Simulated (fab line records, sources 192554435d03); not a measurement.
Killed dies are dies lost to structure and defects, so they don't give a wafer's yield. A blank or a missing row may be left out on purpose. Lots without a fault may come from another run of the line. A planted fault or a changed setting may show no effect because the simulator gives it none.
Chamber matching | flow n5_finfet | N5_FIN_SAQP_PECVD_06 on pecvd-03: 3 sister chambers
The step deposits a-Si from SiH4/He, target thk 60 nm, time 48.1 s. 14 wafers are shown with their chamber, then 7 later ones without.

WAFERS WITH THEIR CHAMBER
wafer  | chamber | showerhead_vpp_V (V) | throttle_valve_pct (%) | showerhead_plenum_p_Torr (Torr)
L077.2 | 2       | 564                  | 16.2                   | 5.68
L077.3 | 1       | 622                  | 17.7                   | 5.66
L077.6 | 1       | 631                  | 17.5                   | 5.66
L081.2 | 2       | 563                  | 16.4                   | 5.69
L081.3 | 1       | 626                  | 17.6                   | 5.66
L081.4 | 2       | 564                  | 16.5                   | 5.68
L082.1 | 1       | 617                  | 17.8                   | 5.66
L082.2 | 0       | 675                  | 17.5                   | 5.67
L082.4 | 0       | 681                  | 17.5                   | 5.67
L091.1 | 2       | 565                  | 16.6                   | 5.68
L091.3 | 1       | 618                  | 17.5                   | 5.67
L091.5 | 0       | 675                  | 17.4                   | 5.64
L094.1 | 1       | 619                  | 17.8                   | 5.65
L094.5 | 1       | 633                  | 17.5                   | 5.66

SIGNATURES (means of the wafers above)
reading                  | chamber 0 | chamber 1 | chamber 2 | scatter within a chamber
showerhead_vpp_V         | 677.00    | 623.71    | 564.00    | 4.99
throttle_valve_pct       | 17.467    | 17.629    | 16.425    | 0.138
showerhead_plenum_p_Torr | 5.6600    | 5.6600    | 5.6825    | 0.00892
Rule: a wafer's distance from a chamber is the root of the sum, over the readings, of the square of ((its reading less the chamber's mean) divided by the reading's scatter). The wafer belongs to the nearest chamber; if the next one is less than 2 further off, it can't be placed. The scatter: the root of (the sum of the squares of (reading less its chamber's mean) over the shown wafers, divided by (wafers less chambers)).

WAFERS WITHOUT THEIR CHAMBER
wafer  | showerhead_vpp_V (V) | throttle_valve_pct (%) | showerhead_plenum_p_Torr (Torr)
L094.6 | 561                  | 16.5                   | 5.68
L095.2 | 676                  | 17.7                   | 5.66
L095.3 | 627                  | 17.4                   | 5.66
L095.5 | 656                  | 17.6                   | 5.66
L096.1 | 578                  | 16.8                   | 5.67
L096.2 | 621                  | 17.6                   | 5.67
L096.5 | 675                  | 17.5                   | 5.67

WHICH CHAMBER EACH WENT THROUGH
wafer  | from the rows above | in truth
L094.6 | 2                   | 2
L095.2 | 0                   | 0
L095.3 | 1                   | 1
L095.5 | 0                   | 0
L096.1 | 2                   | 2
L096.2 | 1                   | 1
L096.5 | 0                   | 0
Placed correctly: 7 of 7. Can't be placed from these rows: 0. Placed wrongly: 0.
